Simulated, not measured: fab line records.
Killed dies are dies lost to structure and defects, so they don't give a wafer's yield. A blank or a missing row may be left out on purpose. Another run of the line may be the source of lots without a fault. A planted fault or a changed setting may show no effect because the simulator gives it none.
Problem report in the 8D (eight disciplines) form, filled by code / flow n5-finfet / the parts of the form that need people (team, actions taken, sign-off) are left out

## 1. PROBLEM STATEMENT
At N5_HKMG_FIN_ETCH_32, rf-fwd-power-W averages 1039.3 W over 9 wafers from 3 lots, while fault-free wafers read 837.8 W, standard deviation 2.7. Relative to the usual mean, that is a shift of +75 standard deviations.
The step: etches SOC in N2/H2, target depth 240 nm, time 300 s.
Seen first at day 8 02:46 on rie-diel-04, wafer L942.2. The record has a number at this step for 21 wafers belonging to 7 lots. The rule behind "out" and "out of limits": a value lying over 4 standard deviations away from the usual mean. All remaining wafers that have a number are taken as sound.

## 2. WHAT THIS IS AND IS NOT
question=which readings at this step | is=rf-fwd-power-W, rf-vpp-V | is not=drypump-motor-current-A, n2-flow-sccm, showerhead-plenum-p-Torr, throttle-valve-pct
question=which lots | is=L942, L943, L944 | is not=L932, L935, L948, L949
question=which wafers of those lots | is=all that have a number | is not=-
question=read on which tools | is=rie-diel-04 | is not=rie-diel-01, rie-diel-03
question=when | is=from day 8 02:46 | is not=up to then (6 sound wafers); but 6 sound wafers of L948, L949 came after

## 3. WHAT RULES OUT EACH SUSPECT
Counting: a tool at any process step up to the reading remains a suspect when it ran all the lots that are out and ran no sound lot after the first of those.
- rie-diel-04 at N5_HKMG_FIN_DESCUM_17 (chemistry O2, time 7.9 s): kept. It ran every lot that is out, first L942 (day 8 02:40), and no sound lot after that; its last sound lot up to then is L935 (day 6 15:53).
- rie-diel-04 at N5_HKMG_FIN_ETCH_31 (etches SiARC in CF4, target depth 45.5 nm, time 75.8 s): kept. It ran every lot that is out, first L942 (day 8 02:43), and no sound lot after that; its last sound lot up to then is L935 (day 6 15:56).
- rie-diel-04 at N5_HKMG_FIN_ETCH_32 (etches SOC in N2/H2, target depth 240 nm, time 300 s): kept. It ran every lot that is out, first L942 (day 8 02:46), and no sound lot after that; its last sound lot up to then is L935 (day 6 15:59). On those wafers its own readings are out: rf-fwd-power-W, rf-vpp-V.
After the count, these remain: rie-diel-04 at N5_HKMG_FIN_DESCUM_17, rie-diel-04 at N5_HKMG_FIN_ETCH_31 and rie-diel-04 at N5_HKMG_FIN_ETCH_32.

## 4. THE CAUSE (what the simulator had put in)
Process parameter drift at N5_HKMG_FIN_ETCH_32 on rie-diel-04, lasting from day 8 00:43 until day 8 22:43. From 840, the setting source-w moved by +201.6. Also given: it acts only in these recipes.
3 suspects survive the count, and this tool is in that group.

## 5. SEQUENCE OF EFFECTS, ordered by route
Rows list readings where the struck wafers' mean (over those with a number) sits beyond 3 standard deviations from the usual. Readings are gone through only where the record gives a usual standard deviation; hours: the median, over the lots, of the time from a lot's start at the first step in this table giving one to that lot's start at this step; sigmas: the change measured in usual standard deviations.
hours=0; step=N5_HKMG_FIN_ETCH_32; reading=rf-fwd-power-W; usual=837.8 W; on struck wafers=1039.3; change=+201.5; sigmas=+75
hours=0; step=N5_HKMG_FIN_ETCH_32; reading=rf-vpp-V; usual=524.9 V; on struck wafers=488.7; change=-36.2; sigmas=-17
Process steps it contains:
- N5_HKMG_FIN_ETCH_32: etches SOC in N2/H2, target depth 240 nm, time 300 s.
At these later measuring or inspecting steps, every struck wafer for which the step has a row has a number for every such reading, and none has moved that far: N5_BEOL_M4_RC_MEAS_101.

## 6. HOW IT WOULD HAVE BEEN CAUGHT EARLIER
2 hours passed between the start of the fault at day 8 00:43 and the first reading out of limits in this record, taken at day 8 02:46.
